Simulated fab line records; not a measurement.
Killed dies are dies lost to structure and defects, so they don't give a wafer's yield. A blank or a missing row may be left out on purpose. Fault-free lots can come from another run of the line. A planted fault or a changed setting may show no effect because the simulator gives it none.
One fault seen from 2 desks | flow n5-finfet | each desk holds nothing but its own numbers, with what lay behind them at the end

== AT THE METROLOGY DESK ==
Lot by lot, what the gauges showed, no matter which tool ran the lot: averages of those sampled wafers that carry a number. Any lot whose mean is over 4 standard deviations away from the usual mean is out of limits and marked OUT; that distance is given in the brackets. It has 10 readings; the 7 that lie furthest out on some lot are the ones shown.
Columns: A = DIBL_N at N5_BEOL_M4_RC_MEAS_101, usual 37.0 mV/V; B = DIBL_P at N5_BEOL_M4_RC_MEAS_101, usual 36.7 mV/V; C = IOFF_N at N5_BEOL_M4_RC_MEAS_101, usual 0.17 nA/um; D = IOFF_P at N5_BEOL_M4_RC_MEAS_101, usual 0.22 nA/um; E = ION_N at N5_BEOL_M4_RC_MEAS_101, usual 672 uA/um; F = SS_P at N5_BEOL_M4_RC_MEAS_101, usual 73.4 mV/dec; G = VT_N at N5_BEOL_M4_RC_MEAS_101, usual 250 mV
lot  | first seen here | A    | B    | C    | D    | E   | F    | G
L950 | day 8 07:46     | 35.1 | 37.4 | 0.14 | 0.19 | 670 | 73.4 | 251
L955 | day 9 21:21     | 37.5 | 36.4 | 0.16 | 0.20 | 668 | 73.3 | 249
L967 | day 13 08:48    | 34.1 | 35.2 | 0.11 | 0.17 | 648 | 72.5 | 257
L966 | day 13 09:18    | 39.6 | 39.7 | 0.23 | 0.27 | 691 | 74.2 | 245
L968 | day 13 12:31    | 37.3 | 36.1 | 0.16 | 0.22 | 659 | 72.9 | 252
L969 | day 13 14:13    | 38.3 | 39.0 | 0.18 | 0.21 | 669 | 73.7 | 250
This desk's finding: nothing out of limits on any of the 6 lots.

== AT THE TOOL OWNER'S DESK: cvd-w-02 ==
The tool's own readings at N5_HKMG_FIN_ALD_72 (deposits W, target thk 2 nm, pulse time 1 s, purge time 2 s): means of the sampled wafers that have a number, for each lot that ran on this tool. Any lot whose mean is over 4 standard deviations away from the usual mean is out of limits and marked OUT; that distance is given in the brackets.
Columns: A = heater-power-w at N5_HKMG_FIN_ALD_72, usual 462 W; B = precursor-pulse-height-rel at N5_HKMG_FIN_ALD_72, usual 1.000
lot  | first seen here | A   | B
L950 | day 5 00:03     | 524 | 1.017
L966 | day 9 03:00     | 525 | 1.028
L967 | day 9 05:23     | 524 | 1.009
This desk's finding: nothing out of limits on any of the 3 lots.

== ALL TOGETHER ==
The metrology desk saw nothing out of limits.
The tool owner's desk saw nothing out of limits.

== WHAT THE SIMULATOR PUT IN ==
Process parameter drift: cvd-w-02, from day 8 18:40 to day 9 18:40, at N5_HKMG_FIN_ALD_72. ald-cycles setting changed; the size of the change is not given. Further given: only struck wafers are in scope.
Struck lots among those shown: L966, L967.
